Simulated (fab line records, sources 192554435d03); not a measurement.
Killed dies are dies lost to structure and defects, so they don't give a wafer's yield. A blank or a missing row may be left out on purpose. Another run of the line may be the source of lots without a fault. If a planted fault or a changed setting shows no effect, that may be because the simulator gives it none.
Lot-split experiment | flow n5Finfet | 21 wafers read from 7 lots, route of 1938 steps

## THE SPLIT
At N5_BEOL_M6_COAT_60 (time 60 s, resist thk 35 nm), the setting spinRpm was moved away from the recipe's 1500 rpm on 10 of the 21 wafers read, by -10.6% to +8.1%. All remaining wafers had this setting at the recipe value.

## FROM THE SPLIT TO THE READING: what the file shows between them, 3 steps
- N5_BEOL_M6_COAT_05: resist thk 90 nm
- N5_BEOL_M6_EBR_07
- N5_BEOL_M6_DESCUM_16: chemistry O2, time 7.9 s

## THE READING
etch.depthNm (the simulator's own value, which no gauge read), in nm, at N5_BEOL_M6_ETCH_61 (etches SiARC in CF4, target depth 45.5 nm, time 75.8 s). The file gives no usual value for it. Across the 11 wafers here that went through the recipe, the average is 35.04 nm and the standard deviation 0.11 nm.

wafer  | tool, chamber at the split | spinRpm as run, rpm | against the recipe | etch.depthNm, nm | against lot-mates on the recipe
L075.1 | lithoTrack-04, 0           | 1500                | recipe             | 35.05            | -
L075.2 | lithoTrack-04, 0           | 1500                | recipe             | 35.12            | -
L075.5 | lithoTrack-04, 0           | 1500                | recipe             | 35.1             | -
L080.1 | lithoTrack-05, 0           | 1351                | -9.9%              | 36.97            | +2.06
L080.5 | lithoTrack-05, 0           | 1351                | -9.9%              | 36.99            | +2.08
L080.6 | lithoTrack-05, 0           | 1500                | recipe             | 34.91            | -
L082.1 | lithoTrack-01, 0           | 1500                | recipe             | 35.03            | -
L082.3 | lithoTrack-01, 0           | 1622                | +8.1%              | 33.67            | -1.36
L082.4 | lithoTrack-01, 0           | 1622                | +8.1%              | 33.8             | -1.23
L085.1 | lithoTrack-01, 0           | 1572                | +4.8%              | 34.26            | no lot-mate on the recipe
L085.5 | lithoTrack-01, 0           | 1572                | +4.8%              | 34.23            | no lot-mate on the recipe
L085.6 | lithoTrack-01, 0           | 1572                | +4.8%              | 34.28            | no lot-mate on the recipe
L084.1 | lithoTrack-01, 0           | 1500                | recipe             | 35.02            | -
L084.2 | lithoTrack-01, 0           | 1500                | recipe             | 34.99            | -
L084.4 | lithoTrack-01, 0           | 1500                | recipe             | 34.87            | -
L089.3 | lithoTrack-05, 0           | 1341                | -10.6%             | 36.98            | +2.04
L089.4 | lithoTrack-05, 0           | 1500                | recipe             | 34.94            | -
L089.6 | lithoTrack-05, 0           | 1341                | -10.6%             | 37.05            | +2.11
L094.1 | lithoTrack-04, 0           | 1500                | recipe             | 35.17            | -
L094.4 | lithoTrack-04, 0           | 1380                | -8.0%              | 36.61            | +1.40
L094.6 | lithoTrack-04, 0           | 1500                | recipe             | 35.25            | -

THE FIT
A straight line over all 21 wafers: etch.depthNm changes by -0.181 nm for each +1% of spinRpm; r = -0.99; the points scatter about the line by 0.11 nm.
The same after taking each lot's own level away (the mean of its wafers on the recipe; 18 wafers): -0.187 nm for each +1%; r = -1.00; scatter 0.11 nm.
The reading moves by 2 nm for the largest change in spinRpm, on that fit.
The span of the lots' own levels, 34.910 to 35.210 nm, comes to 2.8 times the standard deviation stated above.
So the lot-to-lot level changes the slope little: the two slopes agree.
Check: for one of the wafers moved furthest among these (-10.6%), held out of the fit, the line's prediction against its lot-mates is +2.03 nm. Against them it came out at +2.04 nm.

## THE WHOLE CHAIN: every reading that the file lists as answering this split, in the file's order
step               | what it does                                           | reading                                                                           | change (the file's fit)               | r (the file's)
N5_BEOL_M6_COAT_60 | time 60 s, resist thk 35 nm                            | SiARC_of_BEOL_M6_COAT_60.thkNm (the simulator's own value, which no gauge read)   | -0.184 nm for each +1% of the setting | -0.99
N5_BEOL_M6_ETCH_61 | etches SiARC in CF4, target depth 45.5 nm, time 75.8 s | CAR-ArF_of_BEOL_M6_COAT_05.thkNm (the simulator's own value, which no gauge read) | +0.169 nm for each +1% of the setting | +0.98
N5_BEOL_M6_ETCH_61 | etches SiARC in CF4, target depth 45.5 nm, time 75.8 s | etch.depthNm (the simulator's own value, which no gauge read)                     | -0.188 nm for each +1% of the setting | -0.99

## FILE'S OWN FIT
etch.depthNm changes by -0.188 nm for each +1% of spinRpm, r = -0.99.
